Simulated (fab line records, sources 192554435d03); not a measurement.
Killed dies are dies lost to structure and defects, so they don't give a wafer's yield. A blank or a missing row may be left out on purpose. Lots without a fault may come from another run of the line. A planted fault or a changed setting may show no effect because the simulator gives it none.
fab line records | flow n5_finfet
record lots=24 wafers=72 last_day=19
route steps=1938 shown BEOL_M5@1138 BEOL_M6@1208
lots that met no fault: from a run of the same line without faults
start_h: hours from the record's first day to the start of the lot's first wafer shown | wait_h: hours since the lot's step before | " the same as in the row above | L1.1+2: a row that stands for several wafers | - no value, or no start given | * or withheld: withheld | < > ~ a bound
route shown NAME@n: a module of which the file shows steps, and the number in the route of the first | usual: mean/standard deviation of fault-free wafers | same: alike in all rows | chamber/n: place in a boat | sites: the reading at each site | _std_site: their standard deviation | _edge_site: outer sites' mean less inner sites' | radius_mm: how far each site lies from the wafer's centre | mask NAME#n: copy n | behind: the tool/chamber that last shaped the wafer | hold: why the lot was held/for how many hours/how that ended | device: the transistor (n, p or np) that didn't switch | end of line: the same wafers' tests at the end of the route | a step without rows: its recipe alone | killed: dies lost to structure and defects at the first sort, not the wafer's yield | map: a wafer's dies, x killed, . not, _ none there
set.NAME: the setting as run; set.NAME@STEP: as run at that earlier step | model.NAME: the simulator's own value behind a step, which no gauge read
steps of the route over a sample of lots; a table a step, a row a wafer
services: from which hour (start_h, from the record's first day; less than 0 if before it) a tool's chamber was out of use, for how many hours, and why
## steps
# step N5_BEOL_M5_CD_MEAS_18
# recipe pitch_nm=56 target_cd_nm=28
# usual cd_nm=28.1/0.32
# columns lot.wafer tool chamber start_h wait_h cd_nm
L075.2 cd_sem-03 - 206.93 0.1 27.4
L075.4 " - " " 28.2
L075.5 " - " " 27.6
L074.2 cd_sem-03 - 207.04 0.1 28.0
L074.5 " - " " 28.0
L074.6 " - " " 28.3
L078.1 cd_sem-03 - 210.83 0.0 28.0
L078.2 " - " " 28.2
L078.6 " - " " 28.0
L077.2 cd_sem-01 - 218.77 0.1 28.1
L077.3 " - " " 27.9
L077.6 " - " " 28.2
L076.2 cd_sem-02 - 221.97 0.1 28.2
L076.4 " - " " 27.6
L076.6 " - " " 28.2
L079.1 cd_sem-02 - 227.64 0.0 27.7
L079.4 " - " " 28.2
L079.5 " - " " 27.8
L080.1 cd_sem-01 - 229.71 0.0 27.5
L080.3 " - " " 27.6
L080.6 " - " " 28.2
L081.3 cd_sem-02 - 240.33 0.1 28.1
L081.5 " - " " 28.1
L081.6 " - " " 28.1
L082.3 cd_sem-03 - 243.39 0.1 28.2
L082.5 " - " " 28.1
L082.6 " - " " 28.3
L083.2 cd_sem-01 - 253.38 0.1 27.5
L083.3 " - " " 27.7
L083.4 " - " " 27.8
L085.4 cd_sem-03 - 257.82 0.1 27.8
L085.5 " - " " 28.7
L085.6 " - " " 28.4
L084.1 cd_sem-01 - 261.55 0.0 28.1
L084.4 " - " " 28.2
L084.5 " - " " 27.9
L086.2 cd_sem-02 - 261.79 0.1 28.4
L086.5 " - " " 28.6
L086.6 " - " " 28.0
L087.4 cd_sem-01 - 275.23 0.1 27.9
L087.5 " - " " 28.1
L087.6 " - " " 28.5
L088.2 cd_sem-02 - 284.06 0.1 28.1
L088.3 " - " " 28.5
L088.4 " - " " 28.3
L089.1 cd_sem-03 - 288.61 0.0 28.5
L089.5 " - " " 28.2
L089.6 " - " " 27.9
L090.3 cd_sem-03 - 294.59 0.1 28.1
L090.4 " - " " 28.5
L090.5 " - " " 27.5
L091.1 cd_sem-01 - 297.59 0.0 28.0
L091.2 " - " " 28.2
L091.4 " - " " 28.1
L093.3 cd_sem-03 - 301.20 0.1 28.0
L093.4 " - " " 28.1
L093.6 " - " " 27.7
L092.1 cd_sem-02 - 305.32 0.0 28.0
L092.3 " - " " 27.7
L092.5 " - " " 28.1
L094.1 cd_sem-01 - 322.68 0.0 28.4
L094.2 " - " " 27.7
L094.5 " - " " 27.7
L096.2 cd_sem-03 - 323.18 0.1 28.2
L096.3 " - " " 28.2
L096.6 " - " " 28.5
L095.1 cd_sem-03 - 331.86 0.0 28.0
L095.4 " - " " 28.4
L095.5 " - " " 28.3
L097.3 cd_sem-03 - 331.98 0.1 27.8
L097.4 " - " " 27.8
L097.5 " - " " 27.1
# step N5_BEOL_M5_DESCUM_33
# recipe chemistry=O2 time_s=7 source_power_w=50 bias_power_w=20 pressure_mtorr=20 rf_frequency_hz=2.712e+07 temp_c=40 resist=CAR-EUV o2_flow_sccm=225
# usual drypump_motor_current_A=5.8/0.5 oes_product_au=0.78/0.073 rf_vpp_V=243.1/1.4 showerhead_plenum_p_Torr=2.10/0.061 throttle_valve_pct=20.44/0.28
# columns lot.wafer tool chamber start_h wait_h drypump_motor_current_A oes_product_au rf_hours_counter_h rf_vpp_V showerhead_plenum_p_Torr throttle_valve_pct
L075.2 rie_diel-03 3 207.37 0.0 4.7 0.76 141 241.6 2.02 20.52
L075.4 " 2 " " 5.1 0.78 99 243.7 2.13 20.53
L075.5 " 0 " " 5.5 0.91 - 243.3 2.13 20.27
L074.2 rie_diel-06 2 207.51 0.0 5.9 0.75 166 243.5 2.16 20.22
L074.5 " 2 " " 6.0 0.76 - 243.9 2.16 20.22
L074.6 " 1 " " 5.2 0.92 - 243.5 2.14 20.49
L078.1 rie_diel-03 2 213.82 0.0 5.1 0.79 100 243.2 2.13 20.51
L078.2 " 1 " " 5.0 0.83 106 241.8 2.02 20.72
L078.6 " 1 " " 5.0 0.82 - 242.1 2.02 20.73
L077.2 rie_diel-01 3 219.34 0.1 6.2 0.85 53 242.4 2.05 20.13
L077.3 " 1 " " 5.7 0.71 202 240.5 2.00 20.65
L077.6 " 2 " " 5.8 0.76 - 244.4 2.21 20.57
L076.2 rie_diel-06 1 225.73 0.0 5.2 0.90 24 243.7 2.14 20.50
L076.4 " 3 " " 6.0 0.75 - 243.7 2.11 20.47
L076.6 " 0 " " 6.6 0.89 - 244.0 2.12 19.82
L079.1 rie_diel-06 2 228.09 0.0 5.9 0.74 170 244.5 2.16 20.25
L079.4 " 0 " " 6.6 0.88 46 244.4 2.12 19.83
L079.5 " 0 " " 6.6 0.89 - 243.4 2.12 19.82
L080.1 rie_diel-06 2 231.20 0.0 6.0 0.74 171 245.2 2.16 20.25
L080.3 " 0 " " 6.6 0.87 47 243.1 2.12 19.82
L080.6 " 3 " " 6.0 0.74 - 243.3 2.10 20.48
L081.3 rie_diel-06 3 241.91 0.0 6.0 0.75 165 241.2 2.10 20.49
L081.5 " 0 " " 6.6 0.88 - 244.7 2.12 19.81
L081.6 " 1 " " 5.2 0.89 - 243.9 2.14 20.50
L082.3 rie_diel-01 0 247.41 1.0 6.0 0.69 193 242.3 2.10 20.80
L082.5 " 3 " " 6.3 0.84 - 243.6 2.04 20.15
L082.6 " 0 " " 6.0 0.70 - 243.7 2.10 20.82
L083.2 rie_diel-03 1 256.41 0.1 5.0 0.80 119 242.3 2.02 20.75
L083.3 " 2 " " 5.1 0.77 112 243.3 2.13 20.53
L083.4 " 0 " " 5.5 0.89 37 243.5 2.13 20.30
L085.4 rie_diel-01 1 259.70 0.0 5.8 0.70 213 241.5 2.00 20.68
L085.5 " 1 " " 5.8 0.70 - 240.4 2.00 20.67
L085.6 " 0 " " 6.0 0.71 - 242.9 2.10 20.82
L086.2 rie_diel-03 2 263.13 0.0 5.1 0.77 113 242.8 2.13 20.54
L086.5 " 3 " " 4.7 0.75 - 241.7 2.01 20.57
L086.6 " 2 " " 5.1 0.77 - 242.8 2.13 20.54
L084.1 rie_diel-06 0 264.16 0.0 6.6 0.87 56 245.8 2.12 19.84
L084.4 " 2 " " 6.0 0.73 181 242.9 2.15 20.25
L084.5 " 2 " " 6.0 0.73 - 243.5 2.15 20.27
L087.4 rie_diel-01 0 278.36 0.0 6.0 0.69 201 243.2 2.10 20.82
L087.5 " 1 " " 5.8 0.69 - 242.4 1.99 20.67
L087.6 " 0 " " 6.0 0.69 - 244.2 2.10 20.81
L088.2 rie_diel-06 1 285.34 0.8 5.2 0.87 42 242.9 2.13 20.52
L088.3 " 3 " " 6.0 0.73 177 242.9 2.10 20.50
L088.4 " 0 " " 6.6 0.86 62 243.4 2.12 19.85
L089.1 rie_diel-01 2 291.97 0.3 5.9 0.75 135 245.5 2.20 20.57
L089.5 " 1 " " 5.8 0.68 - 240.9 1.99 20.68
L089.6 " 2 " " 5.9 0.74 - 245.5 2.20 20.58
L090.3 rie_diel-01 1 296.11 1.0 5.8 0.67 227 241.1 1.99 20.69
L090.4 " 2 " " 5.9 0.75 137 245.6 2.20 20.59
L090.5 " 3 " " 6.3 0.82 - 241.4 2.04 20.19
L091.1 rie_diel-01 2 298.89 0.0 5.8 0.75 139 244.8 2.20 20.59
L091.2 " 1 " " 5.8 0.68 228 241.6 1.99 20.69
L091.4 " 0 " " 6.0 0.69 210 242.6 2.10 20.84
L093.3 rie_diel-01 1 303.78 0.0 5.8 0.67 230 240.6 1.99 20.69
L093.4 " 0 " " 6.1 0.68 212 242.8 2.09 20.84
L093.6 " 3 " " 6.2 0.81 - 242.5 2.04 20.18
L092.1 rie_diel-01 0 305.88 0.0 6.0 0.69 212 242.3 2.09 20.83
L092.3 " 2 " " 5.9 0.75 141 243.8 2.20 20.61
L092.5 " 2 " " 5.8 0.75 - 246.1 2.20 20.60
L094.1 rie_diel-06 2 323.44 0.2 6.0 0.71 199 244.1 2.15 20.28
L094.2 " 1 " " 5.2 0.85 57 244.8 2.13 20.54
L094.5 " 1 " " 5.2 0.85 - 242.4 2.13 20.53
L096.2 rie_diel-06 2 324.35 0.0 6.0 0.71 200 244.2 2.15 20.30
L096.3 " 3 " " 6.0 0.73 190 243.2 2.10 20.54
L096.6 " 1 " " 5.2 0.84 - 244.0 2.13 20.54
L095.1 rie_diel-01 1 333.81 0.4 5.8 0.67 238 242.3 1.99 20.69
L095.4 " 0 " " 6.0 0.68 221 241.8 2.09 20.85
L095.5 " 1 " " 5.8 0.68 - 240.8 1.99 20.71
L097.3 rie_diel-06 3 334.25 0.8 6.0 0.72 193 245.1 2.09 20.53
L097.4 " 2 " " 6.0 0.71 203 243.8 2.14 20.30
L097.5 " 2 " " 6.0 0.71 - 244.6 2.14 20.28
# step N5_BEOL_M5_VIA_ETCH_34
# recipe chemistry=C4F6/O2 target=SiCOH_lowk target_depth_a=883 mask_material=SOC taper_deg=4 time_s=39.2 ion_energy_ev=250 pressure_mtorr=30 source_w=345 bias_w=185 Ar_flow_sccm=300 C4F6_flow_sccm=10 O2_flow_sccm=10
# usual drypump_motor_current_A=5.8/0.5 oes_product_au=0.78/0.074 rf_vpp_V=669/8.7 showerhead_plenum_p_Torr=2.85/0.088 throttle_valve_pct=20.86/0.28
# columns lot.wafer tool chamber start_h wait_h drypump_motor_current_A oes_product_au rf_hours_counter_h rf_vpp_V showerhead_plenum_p_Torr throttle_valve_pct
L075.2 rie_diel-03 3 207.55 0.0 4.7 0.76 141 660 2.74 20.93
L075.4 " 2 " " 5.1 0.79 99 658 2.87 20.85
L075.5 " 0 " " 5.5 0.90 - 683 2.90 20.74
L074.2 rie_diel-06 2 207.69 0.0 6.0 0.73 166 677 2.98 21.00
L074.5 " 2 " " 6.0 0.74 - 676 2.98 20.99
L074.6 " 1 " " 5.2 0.93 - 654 2.93 21.11
L078.1 rie_diel-03 2 214.00 0.0 5.1 0.79 100 658 2.87 20.85
L078.2 " 1 " " 5.0 0.81 106 671 2.75 21.08
L078.6 " 1 " " 5.0 0.81 - 673 2.75 21.10
L077.2 rie_diel-01 3 219.52 0.0 6.3 0.86 53 670 2.77 20.48
L077.3 " 1 " " 5.8 0.70 202 666 2.73 21.10
L077.6 " 2 " " 5.9 0.77 - 677 2.98 20.93
L076.2 rie_diel-06 1 225.91 0.0 5.2 0.91 24 654 2.93 21.14
L076.4 " 3 " " 6.0 0.74 - 673 2.83 20.73
L076.6 " 0 " " 6.6 0.89 - 664 2.89 20.27
L079.1 rie_diel-06 2 228.27 0.0 6.0 0.74 170 677 2.98 21.00
L079.4 " 0 " " 6.6 0.89 46 663 2.89 20.27
L079.5 " 0 " " 6.6 0.89 - 662 2.89 20.27
L080.1 rie_diel-06 2 231.38 0.0 6.0 0.73 171 678 2.98 21.01
L080.3 " 0 " " 6.6 0.88 47 664 2.89 20.25
L080.6 " 3 " " 6.0 0.74 - 674 2.83 20.72
L081.3 rie_diel-06 3 242.09 0.0 5.9 0.74 165 675 2.83 20.74
L081.5 " 0 " " 6.6 0.88 - 662 2.88 20.26
L081.6 " 1 " " 5.2 0.90 - 653 2.93 21.12
L082.3 rie_diel-01 0 247.59 0.0 6.0 0.69 193 679 2.82 21.02
L082.5 " 3 " " 6.2 0.85 - 671 2.76 20.50
L082.6 " 0 " " 6.0 0.70 - 681 2.82 21.03
L083.2 rie_diel-03 1 256.59 0.0 5.0 0.80 119 672 2.74 21.11
L083.3 " 2 " " 5.1 0.77 112 658 2.87 20.87
L083.4 " 0 " " 5.5 0.87 37 683 2.89 20.75
L085.4 rie_diel-01 1 259.88 0.0 5.8 0.71 214 666 2.72 21.11
L085.5 " 1 " " 5.8 0.70 - 665 2.72 21.13
L085.6 " 0 " " 6.0 0.69 - 680 2.81 21.02
L086.2 rie_diel-03 2 263.31 0.0 5.1 0.78 113 658 2.87 20.86
L086.5 " 3 " " 4.7 0.75 - 658 2.74 20.96
L086.6 " 2 " " 5.1 0.77 - 659 2.87 20.87
L084.1 rie_diel-06 0 264.34 0.0 6.6 0.87 56 663 2.88 20.27
L084.4 " 2 " " 6.0 0.72 181 679 2.98 21.01
L084.5 " 2 " " 6.0 0.72 - 676 2.98 21.01
L087.4 rie_diel-01 0 278.54 0.0 6.0 0.68 202 679 2.81 21.04
L087.5 " 1 " " 5.8 0.70 - 666 2.72 21.12
L087.6 " 0 " " 6.1 0.69 - 682 2.81 21.05
L088.2 rie_diel-06 1 285.52 0.0 5.2 0.88 42 654 2.92 21.16
L088.3 " 3 " " 5.9 0.72 177 673 2.82 20.76
L088.4 " 0 " " 6.6 0.87 62 664 2.88 20.26
L089.1 rie_diel-01 2 292.15 0.0 5.9 0.76 135 677 2.97 20.97
L089.5 " 1 " " 5.8 0.69 - 666 2.72 21.13
L089.6 " 2 " " 5.8 0.76 - 676 2.97 20.97
L090.3 rie_diel-01 1 296.29 0.0 5.8 0.69 227 665 2.72 21.14
L090.4 " 2 " " 5.9 0.74 137 676 2.97 20.97
L090.5 " 3 " " 6.2 0.82 - 671 2.75 20.51
L091.1 rie_diel-01 2 299.07 0.0 5.9 0.75 139 675 2.96 20.99
L091.2 " 1 " " 5.8 0.70 228 666 2.72 21.13
L091.4 " 0 " " 6.1 0.68 210 680 2.81 21.06
L093.3 rie_diel-01 1 303.96 0.0 5.8 0.70 230 664 2.72 21.14
L093.4 " 0 " " 6.0 0.68 212 679 2.81 21.05
L093.6 " 3 " " 6.3 0.82 - 670 2.75 20.52
L092.1 rie_diel-01 0 306.06 0.0 6.1 0.68 212 680 2.81 21.05
L092.3 " 2 " " 5.8 0.74 141 674 2.96 20.98
L092.5 " 2 " " 5.9 0.74 - 676 2.96 20.98
L094.1 rie_diel-06 2 323.62 0.0 6.0 0.71 200 675 2.97 21.03
L094.2 " 1 " " 5.2 0.85 57 653 2.91 21.18
L094.5 " 1 " " 5.2 0.87 - 655 2.91 21.17
L096.2 rie_diel-06 2 324.53 0.0 6.0 0.70 200 676 2.97 21.04
L096.3 " 3 " " 6.0 0.73 190 675 2.82 20.77
L096.6 " 1 " " 5.2 0.86 - 653 2.91 21.19
L095.1 rie_diel-01 1 333.99 0.0 5.8 0.68 238 666 2.71 21.15
L095.4 " 0 " " 6.0 0.66 221 680 2.80 21.07
L095.5 " 1 " " 5.8 0.68 - 666 2.71 21.15
L097.3 rie_diel-06 3 334.43 0.0 6.0 0.72 194 673 2.82 20.79
L097.4 " 2 " " 6.0 0.71 204 676 2.97 21.04
L097.5 " 2 " " 6.0 0.71 - 675 2.97 21.05
# step N5_BEOL_M5_CURE_80
# recipe temp_c=370 time_s=120 ambient=DMADMS/He material=SiCOH_lowk
# usual lamp_power_pct=52.32/0.05 wafer_temp_C_max=371.9/0.71
# columns lot.wafer tool chamber start_h wait_h lamp_power_pct wafer_temp_C_max
L075.2 uv_cure-02 1 208.04 0.1 52.39 373.0
L075.4 " 1 " " 52.30 372.6
L075.5 " 1 " " 52.31 372.6
L074.2 uv_cure-03 0 208.26 0.2 52.32 371.9
L074.5 " 0 " " 52.28 372.1
L074.6 " 0 " " 52.33 371.7
L078.1 uv_cure-03 0 214.44 0.0 52.37 371.6
L078.2 " 0 " " 52.34 371.5
L078.6 " 0 " " 52.24 371.4
L077.2 uv_cure-03 1 220.00 0.1 52.37 371.6
L077.3 " 1 " " 52.32 372.4
L077.6 " 1 " " 52.37 372.0
L076.2 uv_cure-03 2 226.41 0.1 52.36 371.4
L076.4 " 2 " " 52.43 371.3
L076.6 " 2 " " 52.32 370.9
L079.1 uv_cure-01 2 228.70 0.0 52.30 370.5
L079.4 " 2 " " 52.28 370.8
L079.5 " 2 " " 52.25 371.2
L080.1 uv_cure-02 2 231.81 0.0 52.26 371.8
L080.3 " 2 " " 52.32 372.3
L080.6 " 2 " " 52.37 372.6
L081.3 uv_cure-01 0 242.63 0.1 52.42 371.8
L081.5 " 0 " " 52.33 372.3
L081.6 " 0 " " 52.36 372.6
L082.3 uv_cure-01 1 248.34 0.4 52.33 371.7
L082.5 " 1 " " 52.28 372.0
L082.6 " 1 " " 52.36 372.1
L083.2 uv_cure-02 2 257.50 0.5 52.36 371.7
L083.3 " 2 " " 52.25 372.0
L083.4 " 2 " " 52.29 371.7
L085.4 uv_cure-02 1 260.58 0.3 52.45 371.8
L085.5 " 1 " " 52.29 371.8
L085.6 " 1 " " 52.29 374.0
L086.2 uv_cure-03 1 263.79 0.1 52.32 372.3
L086.5 " 1 " " 52.32 372.1
L086.6 " 1 " " 52.36 372.6
L084.1 uv_cure-01 0 264.77 0.0 52.38 371.8
L084.4 " 0 " " 52.25 371.5
L084.5 " 0 " " 52.27 371.6
L087.4 uv_cure-02 1 279.12 0.2 52.31 373.0
L087.5 " 1 " " 52.34 373.5
L087.6 " 1 " " 52.30 372.2
L088.2 uv_cure-01 0 286.22 0.3 52.35 372.5
L088.3 " 0 " " 52.30 372.5
L088.4 " 0 " " 52.33 372.0
L089.1 uv_cure-01 1 292.58 0.0 52.34 373.1
L089.5 " 1 " " 52.33 372.8
L089.6 " 1 " " 52.32 372.6
L090.3 uv_cure-02 2 296.82 0.1 52.34 371.6
L090.4 " 2 " " 52.31 371.6
L090.5 " 2 " " 52.36 372.5
L091.1 uv_cure-03 0 299.51 0.0 52.36 371.6
L091.2 " 0 " " 52.34 371.5
L091.4 " 0 " " 52.27 371.7
L093.3 uv_cure-01 2 304.50 0.1 52.32 370.9
L093.4 " 2 " " 52.27 370.6
L093.6 " 2 " " 52.25 370.8
L092.1 uv_cure-01 1 306.50 0.0 52.31 371.3
L092.3 " 1 " " 52.35 372.5
L092.5 " 1 " " 52.23 372.2
L094.1 uv_cure-01 1 324.09 0.1 52.38 371.8
L094.2 " 1 " " 52.27 372.5
L094.5 " 1 " " 52.34 372.8
L096.2 uv_cure-01 2 325.01 0.1 52.21 370.9
L096.3 " 2 " " 52.41 371.0
L096.6 " 2 " " 52.28 370.5
L095.1 uv_cure-01 0 334.43 0.0 52.27 371.8
L095.4 " 0 " " 52.35 372.7
L095.5 " 0 " " 52.23 371.7
L097.3 uv_cure-02 1 334.96 0.1 52.35 373.2
L097.4 " 1 " " 52.35 373.5
L097.5 " 1 " " 52.28 372.8
# step N5_BEOL_M5_SPUTTER_90
# recipe material=Cu target_thk_a=45 temp_c=-20 chamber_pressure_pa=0.07 power_w=withheld time_s=8.29
# usual throttle_valve_pct=30.3/0.93
# columns lot.wafer tool chamber start_h wait_h throttle_valve_pct
L075.2 pvd_sputter-03 - 213.53 0.5 31.8
L075.4 " - " " 31.3
L075.5 " - " " 31.4
L074.2 pvd_sputter-01 - 214.23 0.5 28.2
L074.5 " - " " 30.4
L074.6 " - " " 30.6
L078.1 pvd_sputter-02 - 220.55 0.5 31.8
L078.2 " - " " 29.8
L078.6 " - " " 31.7
L077.2 pvd_sputter-01 - 226.30 0.5 29.9
L077.3 " - " " 30.1
L077.6 " - " " 28.0
L076.2 pvd_sputter-02 - 231.99 0.5 29.8
L076.4 " - " " 29.7
L076.6 " - " " 29.5
L079.1 pvd_sputter-01 - 235.52 0.5 28.1
L079.4 " - " " 30.1
L079.5 " - " " 30.4
L080.1 pvd_sputter-02 - 237.48 0.5 31.8
L080.3 " - " " 30.0
L080.6 " - " " 29.5
L081.3 pvd_sputter-03 - 248.43 0.5 31.4
L081.5 " - " " 29.8
L081.6 " - " " 29.9
L082.3 pvd_sputter-03 - 253.73 0.5 31.6
L082.5 " - " " 30.0
L082.6 " - " " 31.5
L083.2 pvd_sputter-01 - 264.61 0.5 28.1
L083.3 " - " " 30.5
L083.4 " - " " 30.2
L085.4 pvd_sputter-02 - 265.99 0.5 31.8
L085.5 " - " " 29.4
L085.6 " - " " 31.9
L086.2 pvd_sputter-01 - 269.76 0.5 30.0
L086.5 " - " " 30.5
L086.6 " - " " 29.8
L084.1 pvd_sputter-03 - 270.54 0.5 31.5
L084.4 " - " " 31.5
L084.5 " - " " 31.6
L087.4 pvd_sputter-03 - 284.80 0.5 29.9
L087.5 " - " " 29.6
L087.6 " - " " 31.1
L088.2 pvd_sputter-03 - 292.36 0.5 31.6
L088.3 " - " " 29.6
L088.4 " - " " 31.4
L089.1 pvd_sputter-02 - 299.47 0.5 31.9
L089.5 " - " " 29.9
L089.6 " - " " 30.0
L090.3 pvd_sputter-01 - 303.69 0.5 30.3
L090.4 " - " " 30.4
L090.5 " - " " 30.3
L091.1 pvd_sputter-03 - 305.48 0.5 31.2
L091.2 " - " " 30.3
L091.4 " - " " 31.6
L093.3 pvd_sputter-02 - 310.24 0.5 29.9
L093.4 " - " " 29.8
L093.6 " - " " 30.2
L092.1 pvd_sputter-01 - 313.92 0.5 30.2
L092.3 " - " " 28.3
L092.5 " - " " 27.9
L094.1 pvd_sputter-01 - 330.10 0.5 30.3
L094.2 " - " " 30.3
L094.5 " - " " 30.1
L096.2 pvd_sputter-03 - 330.28 0.5 30.1
L096.3 " - " " 31.7
L096.6 " - " " 31.6
L095.1 pvd_sputter-03 - 339.68 0.5 29.8
L095.4 " - " " 31.5
L095.5 " - " " 29.7
L097.3 pvd_sputter-02 - 340.07 0.5 30.2
L097.4 " - " " 29.8
L097.5 " - " " 31.6
# step N5_BEOL_M6_OVL_MEAS_12
# recipe points_per_wafer=44
# usual M6_OVL=0.1/0.79
# columns lot.wafer tool chamber start_h wait_h M6_OVL[nm]
L075.2 overlay-01 0 218.66 0.0 0.4
L075.4 " 0 " " -0.3
L075.5 " 0 " " 0.3
L074.2 overlay-01 0 219.00 0.0 0.2
L074.5 " 0 " " -0.9
L074.6 " 0 " " 0.2
L078.1 overlay-02 0 223.70 0.0 -0.9
L078.2 " 0 " " -0.5
L078.6 " 0 " " 0.3
L077.2 overlay-01 0 229.25 0.0 0.9
L077.3 " 0 " " -0.2
L077.6 " 0 " " 0.6
L076.2 overlay-01 0 236.53 0.0 -0.7
L076.4 " 0 " " -0.2
L076.6 " 0 " " -1.2
L079.1 overlay-01 0 238.89 0.0 0.6
L079.4 " 0 " " 0.0
L079.5 " 0 " " 1.5
L080.1 overlay-01 0 239.92 0.0 -1.4
L080.3 " 0 " " -1.4
L080.6 " 0 " " 0.6
L081.3 overlay-01 0 252.55 0.0 0.9
L081.5 " 0 " " 0.8
L081.6 " 0 " " -0.5
L082.3 overlay-02 0 257.17 0.0 0.4
L082.5 " 0 " " 0.5
L082.6 " 0 " " -0.9
L083.2 overlay-01 0 267.02 0.0 -0.5
L083.3 " 0 " " 0.8
L083.4 " 0 " " 0.3
L085.4 overlay-01 0 270.72 0.0 -0.3
L085.5 " 0 " " 1.0
L085.6 " 0 " " -0.4
L086.2 overlay-02 0 273.18 0.0 -0.5
L086.5 " 0 " " -0.1
L086.6 " 0 " " -0.4
L084.1 overlay-02 0 273.60 0.0 -0.6
L084.4 " 0 " " -0.1
L084.5 " 0 " " -1.0
L087.4 overlay-01 0 287.84 0.0 -0.1
L087.5 " 0 " " -0.8
L087.6 " 0 " " 0.3
L088.2 overlay-01 0 296.49 0.0 0.8
L088.3 " 0 " " 2.1
L088.4 " 0 " " 1.9
L089.1 overlay-02 0 305.30 0.0 -1.1
L089.5 " 0 " " -0.8
L089.6 " 0 " " 0.7
L090.3 overlay-02 0 311.00 0.0 0.6
L090.4 " 0 " " 0.0
L090.5 " 0 " " -0.2
L091.1 overlay-02 0 311.23 0.0 0.5
L091.2 " 0 " " 1.5
L091.4 " 0 " " 0.9
L093.3 overlay-01 0 314.87 0.0 0.4
L093.4 " 0 " " -0.3
L093.6 " 0 " " -0.5
L092.1 overlay-01 0 320.82 0.0 -0.6
L092.3 " 0 " " 1.1
L092.5 " 0 " " 1.6
L094.1 overlay-02 0 334.37 0.0 0.0
L094.2 " 0 " " -1.5
L094.5 " 0 " " 0.2
L096.2 overlay-02 0 334.58 0.0 1.2
L096.3 " 0 " " -0.3
L096.6 " 0 " " 0.5
L095.1 overlay-02 0 341.87 0.0 0.3
L095.4 " 0 " " -1.3
L095.5 " 0 " " 0.5
L097.3 overlay-01 0 343.16 0.0 0.5
L097.4 " 0 " " -1.1
L097.5 " 0 " " 0.2
## services
# columns tool chamber start_h hours kind
uv_cure-01 - 211.68 0.5 repair
uv_cure-02 - 216.82 3.4 pm
rie_diel-06 2 224.10 3.8 repair
uv_cure-03 - 230.15 0.9 repair
uv_cure-03 - 240.04 22.2 pm
rie_diel-03 2 257.70 2.6 repair
pvd_sputter-01 - 272.01 0.5 repair
uv_cure-03 - 278.17 1.0 pm
rie_diel-03 - 281.46 14.6 pm
uv_cure-02 - 285.79 2.4 repair
uv_cure-01 - 293.71 1.0 pm
## key
fault none
